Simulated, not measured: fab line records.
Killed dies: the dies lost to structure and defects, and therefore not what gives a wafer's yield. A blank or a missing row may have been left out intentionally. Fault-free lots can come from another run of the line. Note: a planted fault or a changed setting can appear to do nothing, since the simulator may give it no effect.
One fault through the eyes of 2 desks :: flow n5_finfet :: each desk has only its own numbers; what lay behind them comes last

## METROLOGY DESK
Means of the sampled wafers that have a number, per lot and without regard to the tool the lot ran on: this is what the gauges read. The brackets show how far a lot's mean lies from the usual mean; more than 4 standard deviations puts the lot out of limits, marked OUT. Readings shown: 7 of its 10, picked as those furthest out on some lot.
Columns: A = DIBL_P at N5_BEOL_M4_RC_MEAS_101, usual 36.4 mV/V; B = IOFF_N at N5_BEOL_M4_RC_MEAS_101, usual 0.16 nA/um; C = IOFF_P at N5_BEOL_M4_RC_MEAS_101, usual 0.22 nA/um; D = ION_N at N5_BEOL_M4_RC_MEAS_101, usual 675 uA/um; E = ION_P at N5_BEOL_M4_RC_MEAS_101, usual 463 uA/um; F = SS_N at N5_BEOL_M4_RC_MEAS_101, usual 71.6 mV/dec; G = SS_P at N5_BEOL_M4_RC_MEAS_101, usual 73.3 mV/dec
lot: L838
first seen here: day 10 10:26
A: 35.5
B: 0.15
C: 0.20
D: 679
E: 462
F: 71.4
G: 73.5

lot: L840
first seen here: day 10 16:30
A: 35.2
B: 0.15
C: 0.19
D: 678
E: 465
F: 70.8
G: 73.1

lot: L842
first seen here: day 11 12:28
A: 39.2
B: 0.19
C: 0.27
D: 690
E: 476
F: 71.7
G: 74.2

lot: L844
first seen here: day 11 17:00
A: 37.2
B: 0.18
C: 0.20
D: 679
E: 460
F: 71.4
G: 73.3

lot: L847
first seen here: day 12 15:33
A: 35.8
B: 0.15
C: 0.20
D: 681
E: 458
F: 71.6
G: 73.1

lot: L849
first seen here: day 13 12:34
A: 36.1
B: 0.16
C: 0.21
D: 666
E: 458
F: 71.8
G: 73.4

lot: L852
first seen here: day 13 20:44
A: 34.4
B: 0.15
C: 0.20
D: 676
E: 461
F: 71.4
G: 73.7

lot: L857
first seen here: day 15 18:29
A: 37.8
B: 0.17
C: 0.19
D: 675
E: 458
F: 72.0
G: 73.3
This desk's verdict: no lot among the 8 shows anything out of limits.

## TOOL OWNER'S DESK, pvd_sputter-01
The tool's own readings at N5_BEOL_M15_SPUTTER_43 (material TaN, target thk 15 nm, time 24.19 s): means of the sampled wafers that have a number, for each lot that ran on this tool. The brackets show how far a lot's mean lies from the usual mean; more than 4 standard deviations puts the lot out of limits, marked OUT.
Columns: A = bias_v at N5_BEOL_M15_SPUTTER_43, usual 168.8 V; B = cathode_dc_power_W at N5_BEOL_M15_SPUTTER_43, usual 15000 W; C = substrate_temp_c at N5_BEOL_M15_SPUTTER_43, usual 49.99 C; D = throttle_valve_pct at N5_BEOL_M15_SPUTTER_43, usual 29.7 %
lot: L840
first seen here: day 14 16:29
A: 166.8
B: 15000
C: 49.88
D: 30.4

lot: L847
first seen here: day 16 06:56
A: 169.6
B: 15000
C: 50.08
D: 29.5

lot: L849
first seen here: day 17 07:31
A: 168.9
B: 14999
C: 49.94
D: 29.6
This desk's verdict: no lot among the 3 shows anything out of limits.

## BROUGHT TOGETHER
Metrology desk: nothing out of limits seen.
The tool owner's desk saw nothing out of limits.

## WHAT THE SIMULATOR HAD PUT IN
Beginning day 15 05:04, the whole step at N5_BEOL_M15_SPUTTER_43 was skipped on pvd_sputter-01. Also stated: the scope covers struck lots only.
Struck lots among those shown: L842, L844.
